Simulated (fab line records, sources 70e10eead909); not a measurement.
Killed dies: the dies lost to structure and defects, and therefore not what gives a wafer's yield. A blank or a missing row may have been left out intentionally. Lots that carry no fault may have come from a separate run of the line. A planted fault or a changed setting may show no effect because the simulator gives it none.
fab line records | flow nand_harc
[record] lots = 24 wafers = 72 last_day = 24
route steps=1159 shown A_M0@1010 A_M1@1037 A_BONDPAD@1077 THIN_TSV@1133
lots that met no fault: taken from a fault-free run of the same line
start_h: hours from the record's first day to the start of the lot's first wafer shown | wait_h: time in hours since the lot's previous step | " repeats the value in the row above | L1.1+2: a single row standing in for several wafers | - either no value or no given start | * or withheld: withheld | < > ~ a bound
route shown NAME@n: a module of which the file shows steps, and the number in the route of the first | usual: mean/standard deviation taken from wafers without a fault | same: alike in all rows | chamber/n: place in a boat | sites: readings site by site | _std_site: how widely they spread, as a standard deviation | _edge_site: inner sites' mean taken away from outer sites' mean | radius_mm: how far each site lies from the wafer's centre | mask NAME#n: copy n | behind: the last tool/chamber to shape the wafer | hold: cause of the lot's hold/its duration in hours/its outcome | device: the n, p or np transistor that did not switch | end of line: at the end of the route, the tests of the same wafers | a step given without rows: its recipe and nothing more | killed: dies that structure and defects cost at the first sort, which is not the same as the wafer's yield | map: per-die view of a wafer (x killed, . not killed, _ where there is no die)
set.NAME: the setting that was run; set.NAME@STEP: the one run at that earlier step | model.NAME: the simulator's own value behind a step, which no gauge read
a sample of lots followed through the steps of the route, with each step as a table and each wafer as a row
services: the hour from which a tool's chamber was out of use, counted from the record's first day as start_h (under 0 if before that day), plus the number of hours and why
[[steps]]
[step NHARC_A_M0_CD_MEAS_16]
[usual] cd_nm = 80.0/0.88
// columns lot.wafer tool chamber start_h wait_h cd_nm
L074.1 cd_sem-03 - 394.81 - 78.8
L074.4 " - " " 78.2
L074.6 " - " " 78.1
L075.3 cd_sem-03 - 405.99 - 79.7
L075.4 " - " " 78.6
L075.6 " - " " 79.3
L076.3 cd_sem-01 - 409.20 - 80.5
L076.5 " - " " 80.8
L076.6 " - " " 79.4
L077.1 cd_sem-02 - 409.54 - 78.5
L077.3 " - " " 79.5
L077.4 " - " " 80.3
L078.4 cd_sem-02 - 439.82 - 81.0
L078.5 " - " " 79.8
L078.6 " - " " 79.6
L079.1 cd_sem-01 - 441.43 - 79.8
L079.5 " - " " 80.2
L079.6 " - " " 79.5
L080.2 cd_sem-01 - 446.73 - 80.5
L080.3 " - " " 80.2
L080.4 " - " " 80.4
L082.1 cd_sem-02 - 452.11 - 81.1
L082.4 " - " " 80.1
L082.5 " - " " 80.8
L081.1 cd_sem-02 - 452.29 - 79.4
L081.5 " - " " 80.1
L081.6 " - " " 79.9
L083.1 cd_sem-02 - 461.40 - 80.4
L083.3 " - " " 81.8
L083.5 " - " " 81.2
L084.2 cd_sem-03 - 467.26 - 81.5
L084.3 " - " " 80.7
L084.4 " - " " 80.3
L087.1 cd_sem-02 - 470.56 - 78.1
L087.2 " - " " 79.3
L087.4 " - " " 78.7
L085.2 cd_sem-03 - 476.63 - 81.0
L085.3 " - " " 79.6
L085.5 " - " " 79.2
L086.2 cd_sem-02 - 481.13 - 79.1
L086.5 " - " " 80.2
L086.6 " - " " 80.0
L088.1 cd_sem-03 - 491.34 - 80.1
L088.2 " - " " 81.1
L088.4 " - " " 80.8
L089.2 cd_sem-03 - 491.74 - 79.7
L089.4 " - " " 81.5
L089.5 " - " " 80.3
L091.3 cd_sem-01 - 502.51 - 79.5
L091.5 " - " " 79.3
L091.6 " - " " 79.8
L090.1 cd_sem-03 - 509.44 - 80.5
L090.3 " - " " 80.0
L090.5 " - " " 80.7
L092.1 cd_sem-01 - 515.12 - 80.5
L092.3 " - " " 79.8
L092.4 " - " " 80.1
L094.1 cd_sem-01 - 522.88 - 80.9
L094.2 " - " " 81.0
L094.5 " - " " 81.4
L096.1 cd_sem-03 - 523.97 - 80.2
L096.4 " - " " 80.6
L096.6 " - " " 79.7
L095.3 cd_sem-01 - 529.53 - 78.6
L095.5 " - " " 79.3
L095.6 " - " " 78.4
L093.1 cd_sem-02 - 529.92 - 78.4
L093.4 " - " " 78.2
L093.6 " - " " 78.1
L097.3 cd_sem-02 - 544.93 - 80.3
L097.4 " - " " 81.3
L097.5 " - " " 79.8
[step NHARC_A_M0_PVD_21]
[recipe] target_thk_a = 300 chamber_pressure_pa = 5 power_w = 5000 substrate_temp_c = 30 time_s = 20.49 material = Cu
[usual] substrate_temp_c = 30.01/0.11 throttle_valve_pct = 29.3/1.3
// columns lot.wafer tool chamber start_h wait_h substrate_temp_c throttle_valve_pct
L074.4 pvd_sputter-03 - - - 30.08 30.9
L074.1 " - " " 30.06 31.0
L074.6 " - " " 29.84 30.7
L075.3 pvd_sputter-01 - - - 30.06 29.5
L075.4 " - " " 29.92 28.9
L075.6 " - " " 30.35 29.8
L076.3 pvd_sputter-02 - - - 29.95 29.6
L076.6 " - " " 29.94 28.7
L076.5 " - " " 29.84 28.5
L077.1 pvd_sputter-01 - - - 30.01 28.9
L077.3 " - " " 30.09 29.9
L077.4 " - " " 30.02 28.3
L078.4 pvd_sputter-02 - - - 30.01 28.6
L078.6 " - " " 30.10 28.9
L078.5 " - " " 29.76 28.2
L079.1 pvd_sputter-03 - - - 30.06 30.7
L079.5 " - " " 30.14 30.8
L079.6 " - " " 29.88 30.8
L080.4 pvd_sputter-02 - - - 30.11 28.3
L080.2 " - " " 30.12 29.7
L080.3 " - " " 30.08 27.3
L082.4 pvd_sputter-02 - - - 30.13 27.2
L082.1 " - " " 29.98 28.4
L082.5 " - " " 30.17 28.8
L081.1 pvd_sputter-03 - - - 29.90 30.7
L081.5 " - " " 30.17 30.8
L081.6 " - " " 29.99 31.0
L083.3 pvd_sputter-02 - - - 30.18 28.4
L083.1 " - " " 29.98 28.7
L083.5 " - " " 30.14 29.6
L084.3 pvd_sputter-01 - - - 30.03 29.8
L084.4 " - " " 30.02 29.9
L084.2 " - " " 30.01 28.1
L087.2 pvd_sputter-02 - - - 29.94 27.0
L087.4 " - " " 30.16 28.9
L087.1 " - " " 29.96 29.8
L085.3 pvd_sputter-03 - - - 29.98 30.4
L085.2 " - " " 29.95 30.2
L085.5 " - " " 30.05 30.7
L086.2 pvd_sputter-03 - - - 30.13 30.3
L086.6 " - " " 30.14 30.6
L086.5 " - " " 30.08 30.4
L088.1 pvd_sputter-02 - - - 30.07 29.4
L088.4 " - " " 29.87 26.8
L088.2 " - " " 29.92 28.7
L089.4 pvd_sputter-03 - - - 29.93 30.7
L089.2 " - " " 29.98 30.7
L089.5 " - " " 29.87 30.5
L091.3 pvd_sputter-02 - - - 30.08 29.7
L091.5 " - " " 29.87 27.2
L091.6 " - " " 30.12 28.7
L090.3 pvd_sputter-01 - - - 29.90 30.2
L090.1 " - " " 30.01 29.9
L090.5 " - " " 30.09 28.0
L092.4 pvd_sputter-02 - - - 30.25 28.1
L092.3 " - " " 29.79 29.6
L092.1 " - " " 30.07 27.2
L094.1 pvd_sputter-02 - - - 30.05 28.8
L094.2 " - " " 29.77 29.9
L094.5 " - " " 30.03 26.9
L096.4 pvd_sputter-02 - - - 29.91 29.7
L096.1 " - " " 30.13 28.3
L096.6 " - " " 30.02 26.6
L095.3 pvd_sputter-01 - - - 30.08 28.6
L095.6 " - " " 30.14 28.8
L095.5 " - " " 30.10 30.1
L093.4 pvd_sputter-02 - - - 29.94 27.0
L093.1 " - " " 29.84 28.6
L093.6 " - " " 30.13 29.9
L097.4 pvd_sputter-03 - - - 30.02 30.4
L097.3 " - " " 29.81 30.5
L097.5 " - " " 29.83 30.6
[step NHARC_A_M1_OVL_MEAS_10]
[recipe] pitch_nm = 240
[usual] overlay_x_nm = 0.0/0.94 overlay_y_nm = -0.1/0.78
// columns lot.wafer tool chamber start_h wait_h overlay_x_nm overlay_y_nm
L074.1 overlay-02 - 398.49 - -1.7 0.0
L074.4 " - " " -1.4 0.5
L074.6 " - " " -1.7 0.5
L075.3 overlay-01 - 409.86 - 1.1 0.0
L075.4 " - " " 1.6 -0.2
L075.6 " - " " 0.9 -0.8
L076.3 overlay-02 - 412.74 - 0.6 1.2
L076.5 " - " " -0.1 0.9
L076.6 " - " " 0.2 1.2
L077.1 overlay-02 - 413.37 - 0.9 0.1
L077.3 " - " " 0.6 0.2
L077.4 " - " " 0.8 0.2
L078.4 overlay-01 - 443.44 - -0.7 -1.0
L078.5 " - " " -1.0 -1.0
L078.6 " - " " -0.6 -0.9
L079.1 overlay-02 - 445.04 - -0.4 0.2
L079.5 " - " " -0.4 0.4
L079.6 " - " " 0.4 -0.2
L080.2 overlay-01 - 450.50 - -0.9 0.4
L080.3 " - " " -0.5 0.3
L080.4 " - " " 0.0 -0.1
L082.1 overlay-01 - 455.64 - 0.5 -1.7
L082.4 " - " " 0.3 -1.6
L082.5 " - " " 0.5 -1.6
L081.1 overlay-02 - 456.05 - -1.3 -0.4
L081.5 " - " " -1.5 -0.7
L081.6 " - " " -1.0 -1.1
L083.1 overlay-01 - 465.32 - -0.9 0.8
L083.3 " - " " -0.2 1.1
L083.5 " - " " -0.8 0.5
L084.2 overlay-02 - 470.94 - -1.7 -0.4
L084.3 " - " " -1.1 -0.1
L084.4 " - " " -1.6 0.1
L087.1 overlay-01 - 474.61 - 0.4 0.6
L087.2 " - " " 0.9 0.3
L087.4 " - " " 0.5 0.8
L085.2 overlay-02 - 480.48 - 1.3 -0.3
L085.3 " - " " 1.1 -0.7
L085.5 " - " " 1.2 -1.2
L086.2 overlay-01 - 485.28 - -0.8 -0.5
L086.5 " - " " -0.2 -0.2
L086.6 " - " " -0.7 -0.2
L088.1 overlay-01 - 495.34 - 1.4 0.1
L088.2 " - " " 1.5 0.3
L088.4 " - " " 0.7 0.4
L089.2 overlay-02 - 496.04 - 0.1 -1.0
L089.4 " - " " -0.3 -0.9
L089.5 " - " " -0.3 -1.0
L091.3 overlay-01 - 506.47 - 0.6 -0.6
L091.5 " - " " 0.6 -0.9
L091.6 " - " " 0.1 -0.7
L090.1 overlay-02 - 512.97 - -1.1 0.9
L090.3 " - " " -0.3 1.5
L090.5 " - " " -0.8 1.4
L092.1 overlay-02 - 519.07 - 0.4 -0.8
L092.3 " - " " 0.8 -0.5
L092.4 " - " " -0.1 -1.4
L094.1 overlay-02 - 526.71 - -0.4 0.5
L094.2 " - " " -0.7 0.5
L094.5 " - " " -0.3 0.1
L096.1 overlay-01 - 527.83 - 0.5 0.0
L096.4 " - " " -0.2 -0.2
L096.6 " - " " 0.3 0.3
L095.3 overlay-01 - 533.25 - 2.4 0.8
L095.5 " - " " 1.6 -0.5
L095.6 " - " " 1.8 0.3
L093.1 overlay-01 - 533.60 - -0.5 -1.1
L093.4 " - " " -0.4 -1.2
L093.6 " - " " -0.6 -1.4
L097.3 overlay-02 - 548.48 - -0.3 -0.8
L097.4 " - " " -0.1 -1.0
L097.5 " - " " -0.4 -0.4
[step NHARC_A_M1_ETCH_35]
[recipe] target_depth_a = 400 overetch_a = 120 time_s = 43.94 ion_energy_ev = 200 n2_flow_sccm = 150 h2_flow_sccm = 150 ar_flow_sccm = 0 rf_w = 400 bias_w = 150 chemistry = N2/H2
[usual] bias_w = 150.1/0.45 drypump_motor_current_A = 5.5/0.33 oes_product_au = 1.003/0.0096 rf_vpp_V = 430.2/2.6 showerhead_plenum_p_Torr = 2.03/0.089 throttle_valve_pct = 14.172/0.0089
// columns lot.wafer tool chamber start_h wait_h bias_w drypump_motor_current_A oes_product_au rf_hours_counter_h rf_vpp_V showerhead_plenum_p_Torr throttle_valve_pct
L074.4 rie_diel-10 2 398.68 0.1 149.8 6.2 1.004 1 431.4 2.02 14.181
L074.1 " 3 " " 149.3 5.4 1.004 1 432.7 2.13 14.173
L074.6 " 1 " " 149.8 4.9 1.006 - 434.5 2.18 14.164
L075.3 rie_diel-06 3 410.04 0.1 149.7 5.0 1.007 15 425.1 1.90 14.172
L075.4 " 0 " " 149.7 5.9 1.008 14 432.6 2.13 14.163
L075.6 " 0 " " 149.7 5.9 1.010 - 433.4 2.13 14.187
L076.3 rie_diel-06 0 412.92 0.1 149.9 5.8 1.002 14 434.0 2.13 14.187
L076.6 " 0 " " 150.3 5.9 1.002 - 432.5 2.13 14.157
L076.5 " 1 " " 149.7 6.0 0.993 - 427.6 1.89 14.177
L077.3 rie_diel-06 1 413.55 0.1 150.1 6.0 1.002 14 425.9 1.89 14.161
L077.1 " 2 " " 150.2 5.6 1.002 13 427.0 1.94 14.164
L077.4 " 3 " " 150.7 5.0 1.019 15 425.3 1.90 14.175
L078.4 rie_diel-06 2 443.66 0.1 150.3 5.7 1.003 2 427.2 1.94 14.174
L078.6 " 3 " " 150.4 5.0 0.988 - 426.5 1.90 14.174
L078.5 " 0 " " 150.0 5.9 0.987 - 433.8 2.13 14.160
L079.1 rie_diel-10 1 445.24 0.1 150.2 4.9 1.015 2 434.4 2.18 14.173
L079.5 " 3 " " 149.6 5.4 1.002 - 433.5 2.13 14.184
L079.6 " 0 " " 151.1 5.2 0.992 - 432.3 2.07 14.182
L080.2 rie_diel-06 2 450.69 0.1 150.0 5.6 0.998 2 427.7 1.94 14.166
L080.4 " 3 " " 149.9 5.0 0.990 2 427.1 1.90 14.182
L080.3 " 0 " " 149.6 5.9 0.991 2 431.2 2.13 14.174
L082.4 rie_diel-05 2 455.82 0.1 150.3 5.5 1.017 5 430.7 2.05 14.178
L082.1 " 0 " " 149.9 5.2 1.000 5 432.2 2.14 14.176
L082.5 " 2 " " 150.2 5.5 1.015 - 429.3 2.05 14.160
L081.1 rie_diel-05 2 456.23 0.1 149.8 5.5 1.007 5 431.5 2.05 14.167
L081.6 " 2 " " 150.4 5.5 1.016 - 431.6 2.05 14.166
L081.5 " 3 " " 150.5 5.4 1.019 - 430.5 2.04 14.178
L083.1 rie_diel-05 0 465.51 0.1 151.2 5.2 1.003 6 432.3 2.14 14.183
L083.3 " 1 " " 149.6 5.6 1.002 6 429.4 2.02 14.178
L083.5 " 0 " " 150.7 5.2 1.008 - 433.9 2.14 14.181
L084.3 rie_diel-10 1 471.14 0.1 150.3 4.9 0.995 2 433.2 2.18 14.177
L084.2 " 3 " " 151.3 5.4 0.999 3 431.6 2.13 14.185
L084.4 " 0 " " 149.9 5.2 0.990 - 431.2 2.07 14.167
L087.2 rie_diel-06 1 474.81 0.1 150.8 6.0 1.006 4 425.9 1.89 14.167
L087.1 " 2 " " 150.6 5.7 1.005 4 427.0 1.94 14.177
L087.4 " 0 " " 150.3 5.9 1.003 4 432.9 2.12 14.168
L085.2 rie_diel-06 3 480.68 0.1 150.5 5.1 0.992 5 425.2 1.90 14.168
L085.3 " 2 " " 150.2 5.6 0.989 4 429.4 1.94 14.164
L085.5 " 0 " " 149.5 5.9 0.997 - 432.5 2.12 14.179
L086.2 rie_diel-05 3 485.46 0.1 150.2 5.4 1.012 9 431.2 2.04 14.149
L086.6 " 3 " " 149.9 5.4 1.011 - 431.3 2.04 14.178
L086.5 " 0 " " 149.9 5.2 1.003 - 432.8 2.14 14.174
L088.1 rie_diel-05 1 495.53 0.1 150.8 5.6 1.006 9 429.0 2.02 14.181
L088.2 " 2 " " 150.3 5.5 1.010 9 430.3 2.05 14.167
L088.4 " 3 " " 150.0 5.4 1.009 10 429.2 2.04 14.174
L089.4 rie_diel-06 0 496.23 0.1 149.5 5.9 0.993 7 434.2 2.12 14.186
L089.2 " 1 " " 150.0 6.0 1.005 6 425.9 1.88 14.169
L089.5 " 0 " " 149.9 5.9 1.001 - 432.7 2.12 14.178
L091.3 rie_diel-05 1 506.66 0.1 150.0 5.6 1.015 10 429.3 2.02 14.172
L091.5 " 1 " " 149.5 5.6 1.020 - 429.7 2.02 14.165
L091.6 " 2 " " 149.8 5.5 1.015 - 431.5 2.05 14.164
L090.1 rie_diel-05 1 513.17 0.1 150.9 5.6 1.008 10 429.8 2.02 14.165
L090.3 " 3 " " 150.8 5.4 1.020 11 429.5 2.04 14.173
L090.5 " 2 " " 149.5 5.5 1.029 - 430.9 2.05 14.178
L092.1 rie_diel-10 0 519.26 0.1 149.6 5.2 0.982 3 431.5 2.07 14.181
L092.3 " 1 " " 150.0 4.9 0.994 4 434.9 2.18 14.176
L092.4 " 2 " " 149.8 6.2 0.989 4 429.9 2.02 14.181
L094.2 rie_diel-05 3 526.91 0.1 149.9 5.4 0.990 0 430.6 2.04 14.174
L094.1 " 1 " " 149.5 5.6 0.991 0 431.8 2.02 14.171
L094.5 " 3 " " 150.6 5.4 0.989 - 432.0 2.04 14.193
L096.4 rie_diel-05 1 528.02 0.1 149.3 5.6 1.001 0 431.0 2.02 14.194
L096.1 " 0 " " 150.5 5.2 1.005 0 432.9 2.14 14.162
L096.6 " 1 " " 149.3 5.6 0.990 - 429.5 2.01 14.160
L095.3 rie_diel-05 0 533.45 0.1 150.0 5.2 1.000 1 433.0 2.13 14.166
L095.6 " 3 " " 150.3 5.4 1.003 - 430.0 2.04 14.162
L095.5 " 0 " " 150.3 5.2 1.000 - 432.4 2.13 14.171
L093.1 rie_diel-05 0 533.78 0.1 150.2 5.2 1.007 1 433.2 2.14 14.164
L093.4 " 3 " " 150.3 5.4 0.995 1 431.2 2.04 14.172
L093.6 " 0 " " 150.2 5.2 0.993 - 433.3 2.14 14.170
L097.4 rie_diel-06 3 548.67 0.1 149.2 5.0 1.007 9 427.4 1.89 14.181
L097.3 " 2 " " 150.3 5.6 1.010 9 427.3 1.93 14.183
L097.5 " 3 " " 150.2 5.1 1.013 - 426.7 1.89 14.156
[step NHARC_A_BONDPAD_ETCH_12]
[recipe] target_depth_a = 2200 time_s = 110 chf3_flow_sccm = 50 o2_flow_sccm = 10 ar_flow_sccm = 200 rf_w = 500 bias_w = 200 chemistry = CHF3/O2
[usual] bias_w = 200.0/0.66 drypump_motor_current_A = 5.6/0.37 oes_product_au = 0.947/0.023 rf_vpp_V = 370.8/2.6 showerhead_plenum_p_Torr = 2.42/0.11 throttle_valve_pct = 20.573/0.0097
// columns lot.wafer tool chamber start_h wait_h bias_w drypump_motor_current_A oes_product_au rf_hours_counter_h rf_vpp_V showerhead_plenum_p_Torr throttle_valve_pct
L074.1 rie_diel-04 1 - - 200.4 6.2 0.975 4 367.4 2.25 20.563
L074.4 " 3 " " 200.3 5.3 0.967 4 371.5 2.39 20.578
L074.6 " 2 " " 198.9 5.7 0.981 - 374.3 2.56 20.567
L075.4 rie_diel-01 1 - - 199.4 5.6 0.927 30 372.6 2.56 20.564
L075.3 " 3 " " 200.2 5.0 0.930 24 371.9 2.47 20.538
L075.6 " 1 " " 200.4 5.6 0.931 - 372.8 2.56 20.561
L076.3 rie_diel-01 3 - - 200.3 5.0 0.922 25 373.8 2.47 20.580
L076.6 " 0 " " 200.3 5.5 0.916 - 370.1 2.38 20.581
L076.5 " 1 " " 199.1 5.6 0.921 - 374.0 2.56 20.585
L077.1 rie_diel-11 3 - - 201.0 5.7 0.934 7 369.1 2.34 20.574
L077.4 " 0 " " 200.5 5.6 0.926 8 366.7 2.22 20.560
L077.3 " 1 " " 201.1 5.0 0.935 7 373.0 2.47 20.565
L078.4 rie_diel-01 3 - - 199.5 5.0 0.922 35 371.3 2.47 20.574
L078.5 " 1 " " 200.1 5.6 0.920 - 374.5 2.55 20.582
L078.6 " 2 " " 200.0 5.7 0.917 - 370.4 2.44 20.578
L079.1 rie_diel-04 0 - - 199.9 5.1 0.980 5 372.9 2.49 20.573
L079.6 " 2 " " 200.0 5.7 0.986 - 374.3 2.56 20.573
L079.5 " 3 " " 199.4 5.3 0.971 - 371.4 2.39 20.576
L080.3 rie_diel-04 1 - - 200.1 6.2 0.946 5 366.2 2.25 20.568
L080.4 " 2 " " 198.8 5.7 0.939 6 373.9 2.56 20.578
L080.2 " 3 " " 199.5 5.3 0.925 5 369.2 2.39 20.568
L082.4 rie_diel-04 1 - - 200.0 6.2 0.946 6 366.7 2.25 20.569
L082.1 " 3 " " 199.4 5.3 0.922 5 370.2 2.39 20.563
L082.5 " 1 " " 200.1 6.1 0.949 - 367.5 2.25 20.585
L081.1 rie_diel-11 3 - - 199.6 5.7 0.924 17 367.7 2.34 20.573
L081.6 " 0 " " 200.8 5.6 0.936 - 366.6 2.22 20.582
L081.5 " 1 " " 198.9 5.0 0.944 - 371.4 2.47 20.574
L083.3 rie_diel-11 3 - - 201.0 5.6 0.914 20 369.0 2.34 20.567
L083.1 " 0 " " 200.5 5.6 0.929 20 367.0 2.22 20.560
L083.5 " 2 " " 200.6 5.8 0.927 - 372.9 2.51 20.564
L084.4 rie_diel-04 0 - - 200.5 5.1 0.976 0 373.1 2.49 20.563
L084.3 " 1 " " 200.2 6.2 0.961 0 367.3 2.25 20.559
L084.2 " 2 " " 199.6 5.7 0.971 0 374.0 2.56 20.577
L087.4 rie_diel-01 3 - - 200.1 5.0 0.935 49 369.3 2.46 20.583
L087.2 " 0 " " 199.8 5.5 0.932 56 370.0 2.38 20.570
L087.1 " 1 " " 200.4 5.6 0.916 61 372.5 2.55 20.583
L085.2 rie_diel-04 3 - - 200.2 5.3 0.982 1 371.0 2.39 20.569
L085.3 " 0 " " 200.1 5.1 0.963 0 371.9 2.49 20.583
L085.5 " 2 " " 200.7 5.7 0.973 - 372.9 2.56 20.575
L086.2 rie_diel-04 0 - - 199.7 5.1 0.955 1 372.4 2.49 20.573
L086.6 " 3 " " 200.1 5.3 0.967 - 370.5 2.39 20.575
L086.5 " 0 " " 200.4 5.1 0.956 - 374.1 2.49 20.587
L088.1 rie_diel-04 1 - - 200.6 6.2 0.925 1 367.0 2.25 20.578
L088.4 " 2 " " 200.6 5.7 0.925 1 372.6 2.56 20.567
L088.2 " 0 " " 199.2 5.1 0.919 1 372.1 2.49 20.558
L089.2 rie_diel-04 2 - - 200.1 5.7 0.957 1 373.3 2.56 20.568
L089.4 " 3 " " 200.2 5.3 0.971 1 369.9 2.39 20.569
L089.5 " 1 " " 199.9 6.2 0.952 - 365.8 2.25 20.589
L091.3 rie_diel-04 3 - - 200.2 5.3 0.976 1 370.1 2.39 20.579
L091.6 " 2 " " 199.8 5.7 0.967 - 374.3 2.56 20.558
L091.5 " 3 " " 199.5 5.3 0.970 - 369.3 2.39 20.575
L090.1 rie_diel-04 1 - - 199.7 6.2 0.983 2 366.8 2.25 20.575
L090.3 " 3 " " 200.6 5.3 0.962 2 370.0 2.39 20.564
L090.5 " 1 " " 200.0 6.2 0.972 - 367.6 2.25 20.576
L092.1 rie_diel-11 2 - - 200.1 5.8 0.933 25 373.3 2.51 20.576
L092.3 " 0 " " 201.3 5.6 0.928 29 366.1 2.21 20.575
L092.4 " 1 " " 200.9 5.0 0.932 28 372.0 2.47 20.565
L094.2 rie_diel-04 3 - - 200.7 5.3 0.955 2 370.1 2.39 20.574
L094.1 " 0 " " 199.3 5.1 0.940 2 372.3 2.49 20.570
L094.5 " 3 " " 201.0 5.3 0.951 - 369.9 2.39 20.576
L096.1 rie_diel-04 1 - - 201.0 6.2 0.953 2 367.5 2.24 20.569
L096.6 " 0 " " 200.2 5.1 0.959 - 372.9 2.49 20.569
L096.4 " 3 " " 197.9 5.3 0.959 - 370.2 2.39 20.584
L095.3 rie_diel-04 1 - - 200.8 6.1 0.935 3 367.3 2.24 20.577
L095.5 " 2 " " 199.1 5.7 0.924 - 375.9 2.56 20.570
L095.6 " 3 " " 198.9 5.3 0.928 - 369.0 2.39 20.562
L093.1 rie_diel-04 2 - - 200.2 5.7 0.984 3 375.6 2.56 20.556
L093.4 " 0 " " 199.3 5.1 0.962 3 372.5 2.49 20.574
L093.6 " 1 " " 200.1 6.1 0.985 - 366.4 2.24 20.581
L097.3 rie_diel-04 0 - - 200.0 5.1 0.911 3 372.3 2.49 20.576
L097.4 " 1 " " 200.0 6.1 0.924 - 366.9 2.24 20.566
L097.5 " 2 " " 199.0 5.7 0.923 - 374.1 2.56 20.582
[step NHARC_THIN_TSV_CMP_21]
[recipe] t_overpolish_s = 30 target_thk_nm = 2000
[usual] motor_current_A = 12.3/1.1 overpolish_run_s = 30.000/0.0081
// columns lot.wafer tool chamber start_h wait_h motor_current_A overpolish_run_s
L074.1 cmp-02 0 421.54 - 12.1 29.995
L074.4 " 2 " " 13.3 29.999
L074.6 " 3 " " 12.3 30.003
L075.3 cmp-03 1 436.18 - 12.5 29.981
L075.4 " 0 " " 13.1 29.995
L075.6 " 1 " " 11.7 30.017
L076.3 cmp-03 1 437.47 - 12.7 29.992
L076.5 " 2 " " 12.7 29.985
L076.6 " 3 " " 12.6 30.000
L077.1 cmp-02 0 438.46 - 11.6 29.989
L077.4 " 1 " " 9.9 30.001
L077.3 " 3 " " 12.8 29.996
L078.4 cmp-02 3 468.08 - 11.9 30.001
L078.5 " 0 " " 11.8 29.998
L078.6 " 1 " " 10.3 30.021
L079.1 cmp-01 0 468.73 - 13.4 30.002
L079.6 " 1 " " 12.8 29.998
L079.5 " 2 " " 10.2 29.983
L080.4 cmp-03 3 476.55 - 13.4 30.009
L080.2 " 0 " " 13.2 30.023
L080.3 " 1 " " 12.8 30.004
L082.4 cmp-03 2 478.84 - 13.2 30.004
L082.1 " 0 " " 12.5 30.007
L082.5 " 2 " " 12.8 29.998
L081.1 cmp-03 0 482.11 - 12.7 29.988
L081.6 " 3 " " 12.8 30.003
L081.5 " 0 " " 13.3 29.989
L084.3 cmp-03 2 494.15 - 13.6 29.994
L084.2 " 3 " " 12.7 30.010
L084.4 " 1 " " 12.3 30.005
L083.1 cmp-03 1 495.13 - 11.9 30.003
L083.3 " 2 " " 12.6 29.998
L083.5 " 0 " " 12.8 29.996
L087.1 cmp-03 0 499.96 - 14.2 30.010
L087.4 " 1 " " 12.0 29.992
L087.2 " 2 " " 13.5 29.995
L085.3 cmp-01 2 508.09 - 9.7 29.999
L085.2 " 1 " " 12.7 29.998
L085.5 " 3 " " 10.9 29.998
L086.2 cmp-03 3 509.30 - 13.9 29.995
L086.5 " 3 " " 13.2 30.000
L086.6 " 0 " " 13.8 29.995
L088.2 cmp-01 1 519.36 - 12.6 29.992
L088.1 " 2 " " 9.3 30.000
L088.4 " 3 " " 11.4 30.003
L089.4 cmp-03 0 520.63 - 12.6 30.001
L089.2 " 3 " " 13.7 30.019
L089.5 " 0 " " 13.3 30.000
L091.3 cmp-03 3 532.27 - 13.0 29.997
L091.5 " 3 " " 13.0 30.001
L091.6 " 0 " " 12.7 30.002
L090.3 cmp-02 1 537.75 - 9.8 30.005
L090.1 " 2 " " 12.5 29.997
L090.5 " 1 " " 10.0 29.987
L092.1 cmp-02 1 544.41 - 10.5 29.991
L092.4 " 2 " " 13.3 29.999
L092.3 " 3 " " 12.2 29.994
L094.2 cmp-02 2 552.01 - 12.9 29.999
L094.1 " 3 " " 11.8 30.001
L094.5 " 1 " " 10.3 30.005
L096.4 cmp-01 0 553.05 - 13.3 30.014
L096.1 " 1 " " 12.1 29.991
L096.6 " 0 " " 13.5 30.002
L095.3 cmp-02 0 558.44 - 10.8 29.998
L095.6 " 1 " " 10.4 30.000
L095.5 " 2 " " 12.5 30.006
L093.1 cmp-03 2 559.45 - 13.1 30.007
L093.4 " 0 " " 12.7 29.993
L093.6 " 1 " " 12.8 29.994
L097.4 cmp-02 0 571.03 - 12.0 29.997
L097.3 " 1 " " 9.8 29.994
L097.5 " 3 " " 11.6 30.003
[[services]]
// columns tool chamber start_h hours kind
pvd_sputter-02 - 392.05 10.0 pm
rie_diel-06 0 392.97 1.4 repair
rie_diel-05 2 409.45 5.8 repair
rie_diel-05 3 413.96 3.0 repair
pvd_sputter-02 - 416.34 1.0 repair
rie_diel-06 0 417.45 6.4 repair
rie_diel-06 - 418.20 9.0 pm
pvd_sputter-02 - 420.97 1.0 repair
cmp-03 - 453.80 4.0 pm
cmp-03 - 462.32 0.6 repair
rie_diel-04 3 464.16 2.4 repair
rie_diel-04 - 465.90 9.0 pm
rie_diel-06 - 476.07 0.1 repair
cmp-03 - 488.37 0.3 repair
pvd_sputter-02 - 508.30 4.1 repair
rie_diel-05 0 511.62 15.7 repair
cmp-03 - 514.11 0.7 repair
rie_diel-05 - 517.29 0.2 repair
rie_diel-05 - 517.74 9.0 pm
rie_diel-04 2 529.70 4.1 repair
rie_diel-04 3 549.65 13.3 repair
cmp-03 - 551.80 4.0 pm
pvd_sputter-02 - 560.28 5.3 repair
pvd_sputter-02 - 570.05 10.0 pm
[[key]]
fault none
